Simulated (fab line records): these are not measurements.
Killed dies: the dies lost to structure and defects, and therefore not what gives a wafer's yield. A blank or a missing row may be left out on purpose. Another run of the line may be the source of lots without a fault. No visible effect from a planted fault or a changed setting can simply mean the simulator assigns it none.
Which of the tools did it? :: flow n5Finfet :: Sampling: 24 lots, 72 wafers, 3 of 1938 route steps

== WHAT THE GAUGES READ, wafer by wafer ==
N5_BEOL_M5_CD_MEAS_28: target cd 30.6 nm, target cd y 20 nm. Usual: 30.58 nm for cdNm, sd 0.3.
lot: L076
measured: day 12 06:46
on: cdSem-02
cdNm (nm): 30.79 30.58 31.06
flag: 

lot: L074
measured: day 12 11:50
on: cdSem-02
cdNm (nm): 30.29 29.99 29.97
flag: 

lot: L075
measured: day 12 16:34
on: cdSem-02
cdNm (nm): 30.20 30.48 30.68
flag: 

lot: L077
measured: day 12 21:02
on: cdSem-02
cdNm (nm): 30.39 30.79 30.18
flag: 

lot: L078
measured: day 12 21:05
on: cdSem-03
cdNm (nm): 30.91 30.59 30.67
flag: 

lot: L079
measured: day 12 21:32
on: cdSem-03
cdNm (nm): 31.07 31.39 31.09
flag: 

lot: L081
measured: day 13 15:54
on: cdSem-03
cdNm (nm): 30.54 30.34 30.21
flag: 

lot: L080
measured: day 13 23:24
on: cdSem-01
cdNm (nm): 30.56 30.54 30.12
flag: 

lot: L083
measured: day 14 03:12
on: cdSem-03
cdNm (nm): 30.63 30.47 30.33
flag: 

lot: L082
measured: day 14 03:15
on: cdSem-01
cdNm (nm): 30.41 30.14 30.98
flag: 

lot: L085
measured: day 14 09:19
on: cdSem-02
cdNm (nm): 30.55 30.44 30.01
flag: 

lot: L084
measured: day 14 16:07
on: cdSem-01
cdNm (nm): 30.49 30.75 30.04
flag: 

lot: L086
measured: day 14 19:53
on: cdSem-02
cdNm (nm): 30.40 30.23 30.20
flag: 

lot: L089
measured: day 15 13:41
on: cdSem-01
cdNm (nm): 30.62 30.24 30.30
flag: 

lot: L091
measured: day 15 16:35
on: cdSem-02
cdNm (nm): 31.14 30.68 30.80
flag: 

lot: L088
measured: day 15 22:14
on: cdSem-02
cdNm (nm): 30.91 30.79 31.11
flag: 

lot: L087
measured: day 16 01:02
on: cdSem-03
cdNm (nm): 30.68 30.44 30.51
flag: 

lot: L092
measured: day 16 05:32
on: cdSem-02
cdNm (nm): 30.39 30.50 30.44
flag: 

lot: L090
measured: day 16 06:30
on: cdSem-01
cdNm (nm): 30.23 30.55 30.29
flag: 

lot: L093
measured: day 16 23:44
on: cdSem-02
cdNm (nm): 30.11 30.53 30.44
flag: 

lot: L094
measured: day 17 06:47
on: cdSem-03
cdNm (nm): 30.37 30.69 30.97
flag: 

lot: L095
measured: day 17 06:50
on: cdSem-01
cdNm (nm): 30.63 30.55 30.98
flag: 

lot: L096
measured: day 17 10:47
on: cdSem-01
cdNm (nm): 30.33 30.37 30.57
flag: 

lot: L097
measured: day 17 22:58
on: cdSem-02
cdNm (nm): 30.81 30.87 30.88
flag: 

N5_BEOL_M5_INSPECT_58: inspects for defects (darkfield). Usual: 71 for rawDefectCount, sd 22.
lot: L076
measured: day 12 14:47
on: defectInspect-01
rawDefectCount: 64 63 90
flag: 

lot: L074
measured: day 12 19:49
on: defectInspect-01
rawDefectCount: 57 98 74
flag: 

lot: L075
measured: day 13 00:00
on: defectInspect-01
rawDefectCount: 115 92 110
flag: 

lot: L077
measured: day 13 04:33
on: defectInspect-02
rawDefectCount: 54 89 71
flag: 

lot: L078
measured: day 13 04:41
on: defectInspect-01
rawDefectCount: 54 116 110
flag: 

lot: L079
measured: day 13 05:21
on: defectInspect-02
rawDefectCount: 73 104 98
flag: 

lot: L081
measured: day 13 23:26
on: defectInspect-01
rawDefectCount: 67 64 52
flag: 

lot: L080
measured: day 14 07:19
on: defectInspect-02
rawDefectCount: 74 65 107
flag: 

lot: L083
measured: day 14 10:58
on: defectInspect-01
rawDefectCount: 54 31 43
flag: 

lot: L082
measured: day 14 12:19
on: defectInspect-01
rawDefectCount: 104 78 44
flag: 

lot: L085
measured: day 14 17:51
on: defectInspect-02
rawDefectCount: 43 45 113
flag: 

lot: L084
measured: day 15 00:13
on: defectInspect-02
rawDefectCount: 50 42 63
flag: 

lot: L086
measured: day 15 04:03
on: defectInspect-01
rawDefectCount: 104 57 78
flag: 

lot: L089
measured: day 15 22:04
on: defectInspect-02
rawDefectCount: 59 83 50
flag: 

lot: L091
measured: day 16 00:35
on: defectInspect-01
rawDefectCount: 96 58 78
flag: 

lot: L088
measured: day 16 06:23
on: defectInspect-01
rawDefectCount: 131 125 74
flag: 

lot: L087
measured: day 16 08:28
on: defectInspect-01
rawDefectCount: 41 54 67
flag: 

lot: L092
measured: day 16 13:04
on: defectInspect-02
rawDefectCount: 85 52 62
flag: 

lot: L090
measured: day 16 14:25
on: defectInspect-01
rawDefectCount: 68 73 52
flag: 

lot: L093
measured: day 17 07:20
on: defectInspect-02
rawDefectCount: 71 68 78
flag: 

lot: L094
measured: day 17 14:45
on: defectInspect-02
rawDefectCount: 47 107 60
flag: 

lot: L095
measured: day 17 15:35
on: defectInspect-02
rawDefectCount: 41 49 47
flag: 

lot: L096
measured: day 17 19:11
on: defectInspect-01
rawDefectCount: 60 79 46
flag: 

lot: L097
measured: day 18 07:45
on: defectInspect-01
rawDefectCount: 74 61 74
flag: 

== WHICH TOOL RAN EACH LOT (tool, then ch and the chambers of the sampled wafers, then the start) ==
lot: L076
N5_BEOL_M5_ETCH_67: rieDiel-06 ch 0,1, day 12 07:03

lot: L074
N5_BEOL_M5_ETCH_67: rieDiel-02 ch 0,1,2, day 12 12:25

lot: L075
N5_BEOL_M5_ETCH_67: rieDiel-06 ch 2,3, day 12 16:45

lot: L077
N5_BEOL_M5_ETCH_67: rieDiel-02 ch 0,1, day 12 21:12

lot: L078
N5_BEOL_M5_ETCH_67: rieDiel-03 ch 0,2,3, day 12 21:15

lot: L079
N5_BEOL_M5_ETCH_67: rieDiel-03 ch 0,3, day 12 21:42

lot: L081
N5_BEOL_M5_ETCH_67: rieDiel-02 ch 0,2, day 13 16:04

lot: L080
N5_BEOL_M5_ETCH_67: rieDiel-06 ch 0,2,3, day 13 23:49

lot: L083
N5_BEOL_M5_ETCH_67: rieDiel-02 ch 1,2, day 14 03:22

lot: L082
N5_BEOL_M5_ETCH_67: rieDiel-03 ch 0,3, day 14 03:25

lot: L085
N5_BEOL_M5_ETCH_67: rieDiel-06 ch 0,1, day 14 09:35

lot: L084
N5_BEOL_M5_ETCH_67: rieDiel-02 ch 2,3, day 14 16:17

lot: L086
N5_BEOL_M5_ETCH_67: rieDiel-03 ch 0,3, day 14 20:03

lot: L089
N5_BEOL_M5_ETCH_67: rieDiel-02 ch 0,2,3, day 15 14:05

lot: L091
N5_BEOL_M5_ETCH_67: rieDiel-03 ch 0,2,3, day 15 16:52

lot: L088
N5_BEOL_M5_ETCH_67: rieDiel-06 ch 0,1, day 15 23:01

lot: L087
N5_BEOL_M5_ETCH_67: rieDiel-06 ch 0,1,2, day 16 01:13

lot: L092
N5_BEOL_M5_ETCH_67: rieDiel-03 ch 1,3, day 16 05:43

lot: L090
N5_BEOL_M5_ETCH_67: rieDiel-06 ch 0,1, day 16 06:44

lot: L093
N5_BEOL_M5_ETCH_67: rieDiel-03 ch 0,3, day 17 00:05

lot: L094
N5_BEOL_M5_ETCH_67: rieDiel-02 ch 1,3, day 17 06:58

lot: L095
N5_BEOL_M5_ETCH_67: rieDiel-06 ch 1,2, day 17 07:04

lot: L096
N5_BEOL_M5_ETCH_67: rieDiel-06 ch 0,1, day 17 11:26

lot: L097
N5_BEOL_M5_ETCH_67: rieDiel-03 ch 1,2,3, day 17 23:08
- N5_BEOL_M5_ETCH_67: etches SiARC in CF4, target depth 15.6 nm, time 26 s.

== AS READ BY THE TOOLS THEMSELVES (means over the sampled wafers that have a number; for cases with no such wafer, the mark the record gives instead) ==
N5_BEOL_M5_ETCH_67. Usual: drypumpMotorCurrentA 5.7 A, standard deviation 0.4; etchRfOnTimeS 25.8 s, standard deviation 0.77; oesProductAu 0.68 a.u., standard deviation 0.075; rfVppV 183.9 V, standard deviation 1.3; showerheadPlenumPTorr 2.14 Torr, standard deviation 0.077; throttleValvePct 15.6 %, standard deviation 0.33.
lot: L076
tool: rieDiel-06
drypumpMotorCurrentA (A): 5.6
etchRfOnTimeS (s): 26.0
oesProductAu (a.u.): 0.69
rfVppV (V): 183.3
showerheadPlenumPTorr (Torr): 2.08
throttleValvePct (%): 15.8
flag: 

lot: L074
tool: rieDiel-02
drypumpMotorCurrentA (A): 5.5
etchRfOnTimeS (s): 25.8
oesProductAu (a.u.): 0.64
rfVppV (V): 183.5
showerheadPlenumPTorr (Torr): 2.10
throttleValvePct (%): 15.9
flag: 

lot: L075
tool: rieDiel-06
drypumpMotorCurrentA (A): 5.6
etchRfOnTimeS (s): 26.2
oesProductAu (a.u.): 0.67
rfVppV (V): 185.5
showerheadPlenumPTorr (Torr): 2.24
throttleValvePct (%): 15.5
flag: 

lot: L077
tool: rieDiel-02
drypumpMotorCurrentA (A): 5.1
etchRfOnTimeS (s): 25.5
oesProductAu (a.u.): 0.65
rfVppV (V): 183.8
showerheadPlenumPTorr (Torr): 2.14
throttleValvePct (%): 15.9
flag: 

lot: L078
tool: rieDiel-03
drypumpMotorCurrentA (A): 5.9
etchRfOnTimeS (s): 25.7
oesProductAu (a.u.): 0.66
rfVppV (V): 182.7
showerheadPlenumPTorr (Torr): 2.10
throttleValvePct (%): 15.6
flag: 

lot: L079
tool: rieDiel-03
drypumpMotorCurrentA (A): 5.6
etchRfOnTimeS (s): 25.2
oesProductAu (a.u.): 0.74
rfVppV (V): 183.7
showerheadPlenumPTorr (Torr): 2.13
throttleValvePct (%): 15.6
flag: 

lot: L081
tool: rieDiel-02
drypumpMotorCurrentA (A): 5.8
etchRfOnTimeS (s): 26.7
oesProductAu (a.u.): 0.61
rfVppV (V): 182.1
showerheadPlenumPTorr (Torr): 2.06
throttleValvePct (%): 16.0
flag: 

lot: L080
tool: rieDiel-06
drypumpMotorCurrentA (A): 5.6
etchRfOnTimeS (s): 26.1
oesProductAu (a.u.): 0.71
rfVppV (V): 185.5
showerheadPlenumPTorr (Torr): 2.20
throttleValvePct (%): 15.5
flag: 

lot: L083
tool: rieDiel-02
drypumpMotorCurrentA (A): 5.1
etchRfOnTimeS (s): 25.9
oesProductAu (a.u.): 0.62
rfVppV (V): 183.8
showerheadPlenumPTorr (Torr): 2.12
throttleValvePct (%): 16.0
flag: 

lot: L082
tool: rieDiel-03
drypumpMotorCurrentA (A): 5.6
etchRfOnTimeS (s): 25.2
oesProductAu (a.u.): 0.72
rfVppV (V): 183.2
showerheadPlenumPTorr (Torr): 2.13
throttleValvePct (%): 15.6
flag: 

lot: L085
tool: rieDiel-06
drypumpMotorCurrentA (A): 5.6
etchRfOnTimeS (s): 25.8
oesProductAu (a.u.): 0.67
rfVppV (V): 183.0
showerheadPlenumPTorr (Torr): 2.08
throttleValvePct (%): 15.8
flag: 

lot: L084
tool: rieDiel-02
drypumpMotorCurrentA (A): 5.7
etchRfOnTimeS (s): 26.5
oesProductAu (a.u.): 0.61
rfVppV (V): 182.9
showerheadPlenumPTorr (Torr): 2.11
throttleValvePct (%): 15.9
flag: 

lot: L086
tool: rieDiel-03
drypumpMotorCurrentA (A): 6.1
etchRfOnTimeS (s): 25.9
oesProductAu (a.u.): 0.66
rfVppV (V): 183.8
showerheadPlenumPTorr (Torr): 2.14
throttleValvePct (%): 15.7
flag: 

lot: L089
tool: rieDiel-02
drypumpMotorCurrentA (A): 5.7
etchRfOnTimeS (s): 26.4
oesProductAu (a.u.): 0.64
rfVppV (V): 183.4
showerheadPlenumPTorr (Torr): 2.13
throttleValvePct (%): 15.8
flag: 

lot: L091
tool: rieDiel-03
drypumpMotorCurrentA (A): 5.9
etchRfOnTimeS (s): 25.7
oesProductAu (a.u.): 0.65
rfVppV (V): 183.7
showerheadPlenumPTorr (Torr): 2.09
throttleValvePct (%): 15.6
flag: 

lot: L088
tool: rieDiel-06
drypumpMotorCurrentA (A): 5.7
etchRfOnTimeS (s): 26.2
oesProductAu (a.u.): 0.70
rfVppV (V): 183.3
showerheadPlenumPTorr (Torr): 2.09
throttleValvePct (%): 15.6
flag: 

lot: L087
tool: rieDiel-06
drypumpMotorCurrentA (A): 5.7
etchRfOnTimeS (s): 26.1
oesProductAu (a.u.): 0.65
rfVppV (V): 182.7
showerheadPlenumPTorr (Torr): 2.12
throttleValvePct (%): 15.6
flag: 

lot: L092
tool: rieDiel-03
drypumpMotorCurrentA (A): 6.3
etchRfOnTimeS (s): 26.6
oesProductAu (a.u.): 0.67
rfVppV (V): 184.7
showerheadPlenumPTorr (Torr): 2.16
throttleValvePct (%): 15.6
flag: 

lot: L090
tool: rieDiel-06
drypumpMotorCurrentA (A): 5.7
etchRfOnTimeS (s): 26.2
oesProductAu (a.u.): 0.66
rfVppV (V): 183.0
showerheadPlenumPTorr (Torr): 2.07
throttleValvePct (%): 15.9
flag: 

lot: L093
tool: rieDiel-03
drypumpMotorCurrentA (A): 5.7
etchRfOnTimeS (s): 24.9
oesProductAu (a.u.): 0.69
rfVppV (V): 183.3
showerheadPlenumPTorr (Torr): 2.12
throttleValvePct (%): 15.7
flag: 

lot: L094
tool: rieDiel-02
drypumpMotorCurrentA (A): 5.0
etchRfOnTimeS (s): 25.5
oesProductAu (a.u.): 0.64
rfVppV (V): 184.2
showerheadPlenumPTorr (Torr): 2.18
throttleValvePct (%): 15.8
flag: 

lot: L095
tool: rieDiel-06
drypumpMotorCurrentA (A): 5.7
etchRfOnTimeS (s): 26.3
oesProductAu (a.u.): 0.60
rfVppV (V): 184.5
showerheadPlenumPTorr (Torr): 2.15
throttleValvePct (%): 15.7
flag: 

lot: L096
tool: rieDiel-06
drypumpMotorCurrentA (A): 5.6
etchRfOnTimeS (s): 25.9
oesProductAu (a.u.): 0.65
rfVppV (V): 183.2
showerheadPlenumPTorr (Torr): 2.07
throttleValvePct (%): 15.9
flag: 

lot: L097
tool: rieDiel-03
drypumpMotorCurrentA (A): 6.1
etchRfOnTimeS (s): 25.8
oesProductAu (a.u.): 0.73
rfVppV (V): 184.6
showerheadPlenumPTorr (Torr): 2.19
throttleValvePct (%): 15.3
flag: 

== THE ANSWER, worked out from the rows above alone ==
Rule: a lot counts as off when the mean over its wafers that have a number is more than 3 standard deviations away from the usual mean. Also off: a lot with no number at a reading for which 4 or more lots have one. The other lots that the step has rows for count as sound. Order of review: gauges by route order, followed by the tools' own readings, for which a lot's mean as printed above is used. At the first step where some lot is off, the reading lying furthest off is the one used; lots without a number count as furthest.
Nothing can be told from this: no lot is off at any reading shown.

== WHAT WAS PUT IN BY THE SIMULATOR ==
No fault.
